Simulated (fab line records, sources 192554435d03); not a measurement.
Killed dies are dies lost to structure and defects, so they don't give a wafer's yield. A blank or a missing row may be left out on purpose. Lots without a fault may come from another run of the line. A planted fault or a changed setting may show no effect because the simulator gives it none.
fab line records | flow n5_finfet | part 2 of 2: steps 24 to 28 of 28
record lots=5 wafers=15 last_day=18
route steps=1938 shown DUMMY_GATE@219
lots that met no fault: from a run of the same line without faults
start_h: hours from the record's first day to the start of the lot's first wafer shown | wait_h: hours since the lot's step before | " the same as in the row above | L1.1+2: a row that stands for several wafers | - no value, or no start given | * or withheld: withheld | < > ~ a bound
route shown NAME@n: a module of which the file shows steps, and the number in the route of the first | usual: mean/standard deviation of fault-free wafers | same: alike in all rows | chamber/n: place in a boat | sites: the reading at each site | _std_site: their standard deviation | _edge_site: outer sites' mean less inner sites' | radius_mm: how far each site lies from the wafer's centre | mask NAME#n: copy n | behind: the tool/chamber that last shaped the wafer | hold: why the lot was held/for how many hours/how that ended | device: the transistor (n, p or np) that didn't switch | end of line: the same wafers' tests at the end of the route | a step without rows: its recipe alone | killed: dies lost to structure and defects at the first sort, not the wafer's yield | map: a wafer's dies, x killed, . not, _ none there
set.NAME: the setting as run; set.NAME@STEP: as run at that earlier step | model.NAME: the simulator's own value behind a step, which no gauge read
lots at some steps of the route; a table a step, a row a wafer
services: from which hour (start_h, from the record's first day; less than 0 if before it) a tool's chamber was out of use, for how many hours, and why
## steps
# step N5_DUMMY_GATE_CD_MEAS_50
# recipe target_cd_nm=14
# usual cd_nm=13.9/0.33
# columns lot.wafer tool chamber start_h wait_h cd_nm
L075.2 cd_sem-03 - 52.93 0.0 14.1
L075.4 " - " " 14.0
L075.6 " - " " 14.1
L084.2 cd_sem-01 - 112.10 0.0 13.8
L084.3 " - " " 13.9
L084.5 " - " " 14.1
L090.1 cd_sem-02 - 144.57 0.0 13.9
L090.3 " - " " 14.5
L090.5 " - " " 14.2
L093.1 cd_sem-02 - 160.37 0.0 13.5
L093.3 " - " " 14.3
L093.6 " - " " 13.8
L095.1 cd_sem-02 - 175.52 0.0 14.5
L095.4 " - " " 14.1
L095.6 " - " " 14.4
# step N5_DUMMY_GATE_ETCH_31
# recipe chemistry=C4F6/O2 target=SiO2 mask_material=SOC target_depth_a=825 time_s=27.5 ion_energy_ev=250 pressure_mtorr=30 source_w=345 bias_w=185 Ar_flow_sccm=300 C4F6_flow_sccm=10 O2_flow_sccm=10
# usual bias_w=185.0/0.6 drypump_motor_current_A=5.81/0.26 oes_product_au=0.79/0.095 rf_fwd_power_W=341.7/1.3 rf_vpp_V=668/9.8 showerhead_plenum_p_Torr=2.89/0.095 throttle_valve_pct=21.13/0.26
# columns lot.wafer tool chamber start_h wait_h bias_w drypump_motor_current_A oes_product_au rf_fwd_power_W rf_hours_counter_h rf_vpp_V showerhead_plenum_p_Torr throttle_valve_pct
L075.2 rie_diel-05 1 53.01 0.1 185.6 5.92 0.73 342.6 165 670 2.96 21.48
L075.4 " 3 " " 184.5 5.63 0.68 339.5 239 668 2.91 21.37
L075.6 " 3 " " 185.0 5.62 0.67 341.5 - 669 2.91 21.35
L084.2 rie_diel-05 2 112.15 0.0 186.4 6.02 0.71 340.5 176 649 2.73 21.41
L084.3 " 1 " " 184.7 5.90 0.71 344.5 186 669 2.95 21.50
L084.5 " 0 " " 186.2 5.63 0.67 344.1 - 683 2.92 20.99
L090.1 rie_diel-03 1 144.62 0.0 184.2 6.31 0.73 343.5 152 668 2.96 20.80
L090.3 " 3 " " 186.4 5.46 0.81 343.4 108 671 2.76 21.25
L090.5 " 2 " " 184.3 5.71 0.90 341.6 - 669 3.03 20.87
L093.1 rie_diel-05 3 160.42 0.0 184.5 5.63 0.91 339.7 18 668 2.90 21.09
L093.3 " 1 " " 185.8 5.90 0.70 343.8 201 670 2.95 21.53
L093.6 " 3 " " 185.1 5.63 0.91 341.9 - 668 2.90 21.08
L095.1 rie_diel-05 1 175.70 0.2 185.2 5.92 0.70 342.4 207 668 2.95 21.55
L095.4 " 1 " " 185.3 5.91 0.69 341.2 - 670 2.94 21.53
L095.6 " 2 " " 184.8 6.06 0.70 340.7 - 651 2.72 21.47
# step N5_DUMMY_GATE_STRIP_41
# recipe chemistry=O2 power_w=400 temp_c=40 pressure_mtorr=30 rf_frequency_hz=6e+07 bias_power_w=0 overash_fraction=0.3 o2_flow_sccm=225
# usual drypump_motor_current_A=5.81/0.27 oes_product_au=0.79/0.093 rf_vpp_V=3.6/0.49 showerhead_plenum_p_Torr=2.13/0.079 throttle_valve_pct=16.62/0.26
# columns lot.wafer tool chamber start_h wait_h drypump_motor_current_A oes_product_au rf_hours_counter_h rf_vpp_V showerhead_plenum_p_Torr throttle_valve_pct
L075.2 rie_diel-05 1 53.06 0.0 5.92 0.74 165 3.2 2.20 17.02
L075.4 " 3 " " 5.62 0.68 239 4.0 2.14 16.85
L075.6 " 3 " " 5.62 0.68 - 3.1 2.13 16.84
L084.2 rie_diel-05 2 112.19 0.0 6.06 0.73 176 4.2 1.99 16.84
L084.3 " 1 " " 5.88 0.72 186 3.3 2.19 17.05
L084.5 " 0 " " 5.63 0.69 - 3.2 2.14 16.51
L090.1 rie_diel-03 1 144.67 0.0 6.36 0.73 152 4.6 2.19 16.41
L090.3 " 3 " " 5.45 0.80 108 3.7 2.03 16.74
L090.5 " 2 " " 5.71 0.90 - 3.8 2.23 16.28
L093.1 rie_diel-05 3 160.47 0.0 5.65 0.91 18 3.7 2.12 16.47
L093.3 " 1 " " 5.92 0.71 201 3.7 2.18 17.08
L093.6 " 3 " " 5.63 0.91 - 3.2 2.12 16.48
L095.1 rie_diel-05 1 175.75 0.0 5.92 0.70 207 3.1 2.18 17.09
L095.4 " 1 " " 5.91 0.71 - 3.5 2.18 17.08
L095.6 " 2 " " 6.03 0.71 - 4.0 1.98 16.89
# step N5_DUMMY_GATE_HM_OPEN_21
# recipe chemistry=CH3F/O2 target=SiNx target_depth_a=1200 Ar_flow_sccm=150 CH3F_flow_sccm=30 O2_flow_sccm=23 time_s=171.4 pressure_mtorr=30 source_w=395 bias_w=73 ion_energy_ev=120.7
# usual bias_w=73.01/0.23 drypump_motor_current_A=5.80/0.26 oes_product_au=0.79/0.095 rf_fwd_power_W=393.9/1.2 rf_vpp_V=300/4.5 showerhead_plenum_p_Torr=2.05/0.07 throttle_valve_pct=16.42/0.26
# columns lot.wafer tool chamber start_h wait_h bias_w drypump_motor_current_A oes_product_au rf_fwd_power_W rf_hours_counter_h rf_vpp_V showerhead_plenum_p_Torr throttle_valve_pct
L075.2 rie_diel-05 1 53.10 0.0 73.01 5.91 0.73 394.0 165 302 2.11 16.74
L075.4 " 3 " " 72.70 5.63 0.69 393.4 240 301 2.06 16.70
L075.6 " 3 " " 72.94 5.62 0.69 392.4 - 301 2.07 16.69
L084.2 rie_diel-05 2 112.23 0.0 72.74 6.07 0.71 393.5 176 292 1.93 16.70
L084.3 " 1 " " 72.86 5.91 0.72 395.5 186 301 2.10 16.76
L084.5 " 0 " " 73.45 5.65 0.68 394.9 - 309 2.07 16.38
L090.1 rie_diel-03 1 144.71 0.0 73.01 6.32 0.72 395.1 152 300 2.10 16.17
L090.3 " 3 " " 73.19 5.44 0.80 391.7 108 302 1.96 16.53
L090.5 " 2 " " 73.13 5.72 0.91 393.4 - 301 2.16 16.11
L093.1 rie_diel-05 3 160.51 0.0 73.05 5.63 0.92 395.8 18 300 2.06 16.32
L093.3 " 1 " " 73.22 5.92 0.70 392.5 201 302 2.09 16.81
L093.6 " 3 " " 72.80 5.64 0.91 395.3 - 303 2.06 16.32
L095.1 rie_diel-05 1 175.79 0.0 73.06 5.91 0.70 395.2 207 301 2.09 16.80
L095.4 " 1 " " 73.00 5.92 0.70 394.1 - 301 2.09 16.81
L095.6 " 2 " " 72.80 6.07 0.69 391.6 - 292 1.92 16.74
# step N5_DUMMY_GATE_ETCH_32
# recipe chemistry=CF4 target=SiO2 target_depth_a=35 time_s=3.9 ion_energy_ev=350 pressure_mtorr=10 icp_w=800 bias_w=400 cf4_flow_sccm=80
# usual bias_w=400.0/1.1 drypump_motor_current_A=5.7/0.53 oes_product_au=0.997/0.018 rf_fwd_power_W=789/3.7 throttle_valve_pct=21.78/0.17
# columns lot.wafer tool chamber start_h wait_h bias_w drypump_motor_current_A oes_product_au rf_fwd_power_W rf_hours_counter_h throttle_valve_pct
L075.2 rie_si-02 2 53.26 0.1 399.6 5.4 0.980 789 3 21.75
L075.4 " 3 " " 399.6 6.0 0.977 780 130 22.12
L075.6 " 0 " " 400.1 5.5 0.980 787 - 21.66
L084.2 rie_si-02 2 112.39 0.1 399.9 5.4 0.972 787 4 21.73
L084.3 " 0 " " 400.9 5.6 0.999 791 44 21.68
L084.5 " 1 " " 399.6 6.4 1.018 792 - 21.81
L090.1 rie_si-03 3 144.87 0.1 399.0 6.1 0.977 788 104 21.54
L090.3 " 2 " " 399.3 5.5 1.007 782 159 21.99
L090.5 " 0 " " 402.0 4.7 1.015 790 - 21.70
L093.1 rie_si-02 2 160.67 0.1 398.2 5.4 0.976 790 5 21.73
L093.3 " 3 " " 399.4 6.0 0.988 787 132 22.14
L093.6 " 2 " " 399.8 5.4 0.972 788 - 21.75
L095.1 rie_si-01 2 175.95 0.1 400.9 5.8 0.994 789 1 21.77
L095.4 " 0 " " 400.3 6.1 1.017 794 150 21.82
L095.6 " 1 " " 398.9 5.3 0.978 787 - 21.48
## services
# columns tool chamber start_h hours kind
euv_scanner-01 - 26.02 4.6 pm
rie_si-01 1 27.19 1.2 repair
lpcvd-02 - 31.14 6.1 pm
rie_diel-05 2 35.38 8.6 repair
rie_si-02 - 42.19 3.0 repair
rie_diel-05 - 46.87 0.3 repair
pecvd-01 - 51.57 2.8 pm
euv_scanner-01 - 59.02 17.3 pm
rie_diel-05 2 72.79 5.3 repair
euv_scanner-01 - 76.54 1.0 pm
rie_si-03 - 82.09 16.0 repair
rie_diel-06 0 85.75 15.1 repair
rie_diel-06 2 92.67 2.6 repair
rie_si-03 - 104.03 0.5 repair
rie_si-03 0 107.02 1.7 repair
pecvd-01 - 110.41 6.0 pm
rie_si-02 1 118.40 3.7 repair
rie_diel-03 2 120.54 4.1 repair
euv_scanner-01 - 130.85 0.8 repair
euv_scanner-01 - 132.69 1.0 pm
pecvd-02 - 144.48 2.8 pm
rie_si-03 1 148.49 7.6 repair
rie_diel-03 - 157.42 0.6 repair
rie_si-02 0 159.43 1.8 repair
